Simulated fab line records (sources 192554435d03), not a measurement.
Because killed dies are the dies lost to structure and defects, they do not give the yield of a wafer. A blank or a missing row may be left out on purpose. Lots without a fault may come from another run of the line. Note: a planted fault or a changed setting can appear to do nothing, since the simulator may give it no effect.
Split-lot study ; flow n5-finfet ; on a route of 1938 steps: 7 lots, 21 wafers read

== SPLIT DETAILS ==
At N5_GATE_CUT_ETCH_58 (etches SiNx in CH3F/O2, target depth 17 nm, time 128.6 s), the setting source-w was moved away from the recipe's 415 W on 3 of the 21 wafers read, by +7.3% to +15.7%. All remaining wafers had this setting at the recipe value.

The reading comes from the split's own step.

== THE READING ==
rf-vpp-V, in V, at N5_GATE_CUT_ETCH_58 (etches SiNx in CH3F/O2, target depth 17 nm, time 128.6 s). Fault-free wafers of this fab line usually give 99.1 V, standard deviation 0.91 V.

wafer;tool, chamber at the split;source-w as run, W;against the recipe;rf-vpp-V, V;against lot-mates on the recipe
L080.1;rie-diel-03, 3;415;recipe;100.6;-
L080.2;rie-diel-03, 2;415;recipe;100.2;-
L080.3;rie-diel-03, 0;415;recipe;97.9;-
L082.2;rie-diel-06, 1;415;recipe;99.7;-
L082.3;rie-diel-06, 2;415;recipe;99.4;-
L082.6;rie-diel-06, 0;415;recipe;98.6;-
L085.4;rie-diel-02, 1;415;recipe;99.1;-
L085.5;rie-diel-02, 2;415;recipe;98.3;-
L085.6;rie-diel-02, 3;415;recipe;98.6;-
L088.1;rie-diel-03, 1;415;recipe;99.3;-
L088.5;rie-diel-03, 3;480;+15.7%;94.5;-5.1
L088.6;rie-diel-03, 2;415;recipe;99.9;-
L094.1;rie-diel-02, 3;415;recipe;98.8;-
L094.2;rie-diel-02, 1;415;recipe;98.3;-
L094.5;rie-diel-02, 2;415;recipe;100.1;-
L096.3;rie-diel-03, 0;415;recipe;99.1;-
L096.4;rie-diel-03, 2;467.6;+12.7%;93.6;-4.8
L096.5;rie-diel-03, 0;415;recipe;97.8;-
L097.3;rie-diel-02, 2;415;recipe;99.6;-
L097.4;rie-diel-02, 3;445.4;+7.3%;96.8;-3.5
L097.6;rie-diel-02, 0;415;recipe;101.1;-

FIT RESULTS
A straight line over all 21 wafers: rf-vpp-V changes by -0.356 V for each +1% of source-w; r = -0.87; the points scatter about the line by 0.93 V.
The same after taking each lot's own level away (the mean of its wafers on the recipe; 21 wafers): -0.362 V for each +1%; r = -0.91; scatter 0.74 V.
According to that fit, moving source-w by its largest amount changes the reading by 5.7 V.
Measured against the standard deviation above, the lots' own levels, which go from 98.45 to 100.35 V, span 2.1 times it.
The two slopes are in agreement: the lot-to-lot level therefore moves the slope only a little.
Check: -6.39 V against its lot-mates is what the line predicts for one of the wafers moved furthest among these (+15.7%) when that wafer is left out of the fit. Against them it came out at -5.1 V.
Tool readings at the split's step, against how far the setting was moved: rf-vpp-V r = -0.87.

== THESE WAFERS: OTHER SPLITS ==
These wafers also went through other splits before the reading. Each is held against what the fit with the lots' levels taken away leaves over:
other split on the same wafers;wafers away from the commonest value;r with rf-vpp-V (lot level and that fit taken away)
N5_ZERO_LAYER_EXPOSE_08 dose-mj;6;+0.34
N5_ZERO_LAYER_DEVELOP_10 develop-time-s;7;-0.18
N5_FIN_CUT_COAT_19 spin-rpm;9;+0.30
N5_DUMMY_GATE_PECVD_30 time-s;5;+0.04
N5_DUMMY_GATE_EXPOSE_12 dose-mj;7;+0.25
N5_SD_EPI_N_ETCH_45 target-depth-a;6;-0.39
N5_SD_EPI_N_EPI_21 time-s;7;-0.12
N5_HKMG_FIN_DESCUM_17 time-s;7;-0.09

== FILE'S OWN FIT ==
rf-vpp-V changes by -0.363 V for each +1% of source-w, r = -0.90.
